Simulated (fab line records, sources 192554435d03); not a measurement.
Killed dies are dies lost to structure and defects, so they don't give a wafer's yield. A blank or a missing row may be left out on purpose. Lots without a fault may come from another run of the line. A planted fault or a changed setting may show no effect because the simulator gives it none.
Problem report in the 8D (eight disciplines) form, filled by code | flow n5_finfet | the parts of the form that need people (team, actions taken, sign-off) are left out

1. THE PROBLEM
killed_at_M0_to_M3 at N5_PASSIVATION_PROBE_49 reads a mean of 167 on 1 wafer of 1 lot; wafers without a fault read 34 with a standard deviation of 9.2. That is +14 standard deviations from the usual mean.
First seen on wafer L119.6, day 16 02:24, on prober-01. The record holds 33 wafers of 11 lots with a number at this step. Rule for "out", or "out of limits": more than 4 standard deviations from the usual mean. The other wafers with a number count as sound.

2. WHAT IT IS AND WHAT IT IS NOT
question                    | is                                                                                                      | is not
which readings at this step | killed_at_M0_to_M3, defect_limited_yield, killed_dies, sort_bin_5_function, sort_n_pass, sort_yield_pct | killed_at_M4_up, killed_at_contacts, killed_at_front_end, killed_at_other, killed_open, killed_short
which lots                  | L119                                                                                                    | L108, L110, L111, L112, L113, L125, L126, L127, L128, L129
which wafers of those lots  | L119.6                                                                                                  | L119.3, L119.5
read on which tools         | prober-01                                                                                               | prober-02
when                        | from day 16 02:24                                                                                       | up to then (17 sound wafers); but 15 sound wafers of L125, L126, L127, L128, L129 came after

3. SUSPECTS, AND WHAT RULES EACH OUT
Counting: a tool at a process step up to the reading stays a suspect if it ran every lot that is out. Sound lots after the first of them don't rule it out here, since some wafers of a struck lot are sound.
- pvd_sputter-01 at N5_BEOL_M3_PRE_CLEAN_45 (time 30 s): kept. It ran the lot that is out, L119 (day 10 23:35); its last sound lot up to then is L113 (day 9 03:19).
- pvd_sputter-03 at N5_PASSIVATION_AL_DEP_21 (deposits Al, target thk 2800 nm, time 170 s): kept. It ran the lot that is out, L119 (day 15 20:41); its last sound lot up to then is L112 (day 13 22:55).
- rie_diel-01 at N5_PASSIVATION_DESCUM_46 (chemistry O2, time 7.9 s): kept. It ran the lot that is out, L119 (day 15 23:04); its last sound lot up to then is L111 (day 13 06:23).
- prober-01 at N5_PASSIVATION_PROBE_49: kept. It ran the lot that is out, L119 (day 16 02:15); its last sound lot up to then is L112 (day 14 04:31). Its own readings are out on those wafers: defect_limited_yield, killed_at_M0_to_M3, killed_dies, sort_bin_5_function, sort_n_pass, sort_yield_pct.
- Within rie_diel-01 at N5_PASSIVATION_DESCUM_46: the wafers that are out ran in chamber 3; their sound lot-mates ran in chambers 1, 2.
Left after counting: pvd_sputter-01 at N5_BEOL_M3_PRE_CLEAN_45, pvd_sputter-03 at N5_PASSIVATION_AL_DEP_21, rie_diel-01 at N5_PASSIVATION_DESCUM_46, prober-01 at N5_PASSIVATION_PROBE_49.

4. THE CAUSE (what the simulator had put in)
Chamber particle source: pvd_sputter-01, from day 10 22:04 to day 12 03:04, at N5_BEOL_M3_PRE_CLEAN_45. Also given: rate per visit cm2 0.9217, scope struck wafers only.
Counting left 4 suspects, and this tool is among them.

5. THE CHAIN OF EFFECTS, in route order
Each row: a reading whose mean over the struck wafers that have a number lies more than 3 standard deviations from the usual. Only readings for which the record gives a usual standard deviation are gone through. hours: the time from each lot's start at the first step in this table that gives one to its start at this step, as a median over the lots. sigmas: the change in usual standard deviations.
hours | step                    | reading              | usual  | on struck wafers | change | sigmas
0     | N5_PASSIVATION_PROBE_49 | defect_limited_yield | 91.3 % | 79.7             | -11.6  | -8.3
0     | N5_PASSIVATION_PROBE_49 | killed_at_M0_to_M3   | 34     | 167              | +133   | +14
0     | N5_PASSIVATION_PROBE_49 | killed_dies          | 102    | 239              | +137   | +8.1
0     | N5_PASSIVATION_PROBE_49 | sort_bin_5_function  | 5.1 %  | 13.6             | +8.5   | +8.5
0     | N5_PASSIVATION_PROBE_49 | sort_n_pass          | 1078   | 941              | -137   | -8.1
0     | N5_PASSIVATION_PROBE_49 | sort_yield_pct       | 91.3 % | 79.7             | -11.6  | -8.3
The process steps in it:
- N5_PASSIVATION_PROBE_49

6. WHAT WOULD HAVE CAUGHT IT SOONER
In this record the first reading out of limits was taken at day 16 02:24, 124 hours after the fault began at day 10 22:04.
Of the tool readings at N5_BEOL_M3_PRE_CLEAN_45 for which the record gives a usual standard deviation, none was out on any struck wafer, so an alarm limit of 4 standard deviations on them would not have fired.
All the lots that are out (1) had begun N5_BEOL_M3_PRE_CLEAN_45 on pvd_sputter-01 by day 16 02:24. A hold on the tool at that time would have spared none of them.
